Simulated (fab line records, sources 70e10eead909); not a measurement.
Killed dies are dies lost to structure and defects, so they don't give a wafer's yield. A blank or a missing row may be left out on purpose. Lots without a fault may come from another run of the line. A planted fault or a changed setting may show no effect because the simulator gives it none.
Which tool did it? | flow nand_harc | 14 lots, 42 wafers sampled, at 5 steps of a route of 1159

WHAT THE GAUGES READ, wafer by wafer
NHARC_A_SOURCE_PLATE_THK_MEAS_06: measures by ellipsometry.
lot  | measured     | on            | thk_nm (nm)
L548 | day 7 16:16  | film_metro-01 | 199.6 197.8 200.6
L549 | day 7 16:16  | film_metro-02 | 195.4 197.0 198.8
L551 | day 8 04:45  | film_metro-01 | 201.4 202.5 200.5
L552 | day 8 08:43  | film_metro-01 | 199.2 198.7 197.9
L550 | day 8 12:06  | film_metro-01 | 200.9 203.3 204.1
L554 | day 8 12:06  | film_metro-02 | 201.8 198.6 201.6
L553 | day 8 16:31  | film_metro-02 | 198.0 197.5 195.7
L555 | day 9 08:05  | film_metro-02 | 201.5 202.3 199.9
L557 | day 9 08:06  | film_metro-02 | 198.4 198.9 200.9
L558 | day 10 00:03 | film_metro-01 | 199.2 201.3 201.7
L563 | day 11 13:05 | film_metro-01 | 196.4 198.8 199.3
L562 | day 11 13:05 | film_metro-01 | 201.8 201.3 201.2
L567 | day 11 22:13 | film_metro-02 | 197.0 200.0 197.7
L566 | day 11 22:14 | film_metro-01 | 200.7 200.7 201.3

NHARC_A_ONON_D1_THK_MEAS_30: measures by ellipsometry.
lot  | measured     | on            | thk_nm (nm)
L548 | day 8 05:31  | film_metro-02 | 999 999 1000
L549 | day 8 05:30  | film_metro-01 | 1018 1018 1018
L551 | day 8 18:03  | film_metro-02 | 998 1000 999
L552 | day 8 20:59  | film_metro-02 | 1002 1000 1001
L550 | day 9 00:23  | film_metro-01 | 1003 1004 1003
L554 | day 9 00:23  | film_metro-02 | 986 989 988
L553 | day 9 04:53  | film_metro-01 | 992 992 992
L555 | day 9 20:21  | film_metro-02 | 1003 1000 1002
L557 | day 9 20:26  | film_metro-01 | 1018 1019 1019
L558 | day 10 15:31 | film_metro-02 | 1010 1008 1009
L563 | day 12 04:53 | film_metro-02 | 1012 1014 1013
L562 | day 12 04:53 | film_metro-01 | 952 954 951
L567 | day 12 12:35 | film_metro-01 | 963 963 962
L566 | day 12 12:36 | film_metro-01 | 987 988 988

NHARC_A_CHANNEL_HOLE_D1_CD_MEAS_10: target cd 100 nm.
lot  | measured     | on        | cd_nm (nm)
L548 | day 8 13:16  | cd_sem-03 | 100.5 100.4 99.6
L549 | day 8 12:13  | cd_sem-03 | 100.0 99.7 99.2
L551 | day 8 21:11  | cd_sem-03 | 100.3 99.4 100.1
L552 | day 9 00:23  | cd_sem-03 | 100.6 99.5 100.1
L550 | day 9 03:50  | cd_sem-03 | 99.9 100.4 99.4
L554 | day 9 04:41  | cd_sem-01 | 100.0 99.9 100.4
L553 | day 9 08:02  | cd_sem-01 | 99.1 99.2 99.9
L555 | day 9 23:29  | cd_sem-02 | 99.6 100.1 99.9
L557 | day 9 23:40  | cd_sem-01 | 100.1 100.1 99.7
L558 | day 10 21:29 | cd_sem-03 | 100.5 99.9 100.7
L563 | day 12 08:09 | cd_sem-01 | 100.8 100.2 100.7
L562 | day 12 08:28 | cd_sem-01 | 99.4 99.3 100.8
L567 | day 12 17:20 | cd_sem-03 | 100.1 99.6 100.3
L566 | day 12 18:44 | cd_sem-03 | 100.0 100.2 99.8

WHICH TOOL RAN EACH LOT (tool, then ch and the chambers of the sampled wafers, then the start)
lot  | NHARC_A_ONON_D1_DEP_28           | NHARC_A_ONON_D1_DEP_33
L548 | pecvd_onon-03 ch 0, day 8 05:01  | pecvd-04 ch 0,1, day 8 05:35
L549 | pecvd_onon-02 ch 0, day 8 04:59  | pecvd-02 ch 1,2, day 8 05:37
L551 | pecvd_onon-02 ch 0, day 8 17:43  | pecvd-04 ch 0,1,2, day 8 18:15
L552 | pecvd_onon-04 ch 0, day 8 20:32  | pecvd-01 ch 0,2, day 8 21:08
L550 | pecvd_onon-04 ch 0, day 8 23:53  | pecvd-01 ch 1,2, day 9 00:32
L554 | pecvd_onon-02 ch 0, day 8 23:59  | pecvd-02 ch 0,1,2, day 9 00:26
L553 | pecvd_onon-02 ch 0, day 9 04:29  | pecvd-01 ch 0,1,2, day 9 05:01
L555 | pecvd_onon-03 ch 0, day 9 19:51  | pecvd-04 ch 0,1, day 9 20:25
L557 | pecvd_onon-04 ch 0, day 9 20:01  | pecvd-01 ch 0,1, day 9 20:29
L558 | pecvd_onon-04 ch 0, day 10 15:00 | pecvd-02 ch 1,2, day 10 15:37
L563 | pecvd_onon-03 ch 0, day 12 04:23 | pecvd-01 ch 1,2, day 12 05:00
L562 | pecvd_onon-02 ch 0, day 12 04:26 | pecvd-02 ch 0,2, day 12 04:56
L567 | pecvd_onon-02 ch 0, day 12 12:11 | pecvd-04 ch 0,2, day 12 12:46
L566 | pecvd_onon-04 ch 0, day 12 12:12 | pecvd-04 ch 0,2, day 12 13:00
- NHARC_A_ONON_D1_DEP_28: target thk 1000 nm.
- NHARC_A_ONON_D1_DEP_33: deposits SiO2, target thk 200 nm.

WHAT THE TOOLS THEMSELVES READ (means of the sampled wafers that have a number; where no wafer has one, the mark that the record gives instead)
NHARC_A_ONON_D1_DEP_28.
lot  | tool          | sih4_flow_sccm (sccm)
L548 | pecvd_onon-03 | 210.0
L549 | pecvd_onon-02 | 210.2
L551 | pecvd_onon-02 | 209.7
L552 | pecvd_onon-04 | 209.9
L550 | pecvd_onon-04 | 210.1
L554 | pecvd_onon-02 | 210.6
L553 | pecvd_onon-02 | 209.9
L555 | pecvd_onon-03 | 210.2
L557 | pecvd_onon-04 | 210.0
L558 | pecvd_onon-04 | 210.2
L563 | pecvd_onon-03 | 209.6
L562 | pecvd_onon-02 | 210.2
L567 | pecvd_onon-02 | 209.8
L566 | pecvd_onon-04 | 210.4

NHARC_A_ONON_D1_DEP_33.
lot  | tool     | heater_power_w (W) | mfc_precursor_sccm (sccm) | throttle_valve_pct (%)
L548 | pecvd-04 | 556                | 161.9                     | 15.7
L549 | pecvd-02 | 490                | 161.3                     | 16.2
L551 | pecvd-04 | 517                | 161.5                     | 16.2
L552 | pecvd-01 | 591                | 161.2                     | 15.1
L550 | pecvd-01 | 599                | 161.1                     | 15.9
L554 | pecvd-02 | 469                | 161.7                     | 15.9
L553 | pecvd-01 | 567                | 161.5                     | 15.5
L555 | pecvd-04 | 484                | 161.6                     | 16.0
L557 | pecvd-01 | 557                | 161.2                     | 15.3
L558 | pecvd-02 | 521                | 161.1                     | 16.4
L563 | pecvd-01 | 628                | 161.9                     | 15.5
L562 | pecvd-02 | 478                | 161.9                     | 16.0
L567 | pecvd-04 | 515                | 161.7                     | 16.1
L566 | pecvd-04 | 451                | 161.5                     | 16.2

THE ANSWER, worked out from the rows above alone
Rule: what is usual is taken from the lots themselves. Put in order of their means at a reading, lots are off if they are a third of the lots or fewer, leave a main group of 4 or more, and stand apart from it by a gap of 3 or more times the standard deviation of the main group's means; of several such gaps the widest counts. A main group whose means are all the same, to the digits that the tables above print for the reading, isn't used. A lot without any number at a reading at which 4 lots or more have one is off too. The other lots that the step has rows for count as sound. The gauges are gone through in route order, then the tools' own readings, and for those a lot's mean is taken as printed above. The first step at which some lot is off is used, and at that step the reading that is off furthest; a lot without a number counts as furthest.
No lot is off at any reading shown: from this, nothing can be told.

WHAT THE SIMULATOR HAD PUT IN
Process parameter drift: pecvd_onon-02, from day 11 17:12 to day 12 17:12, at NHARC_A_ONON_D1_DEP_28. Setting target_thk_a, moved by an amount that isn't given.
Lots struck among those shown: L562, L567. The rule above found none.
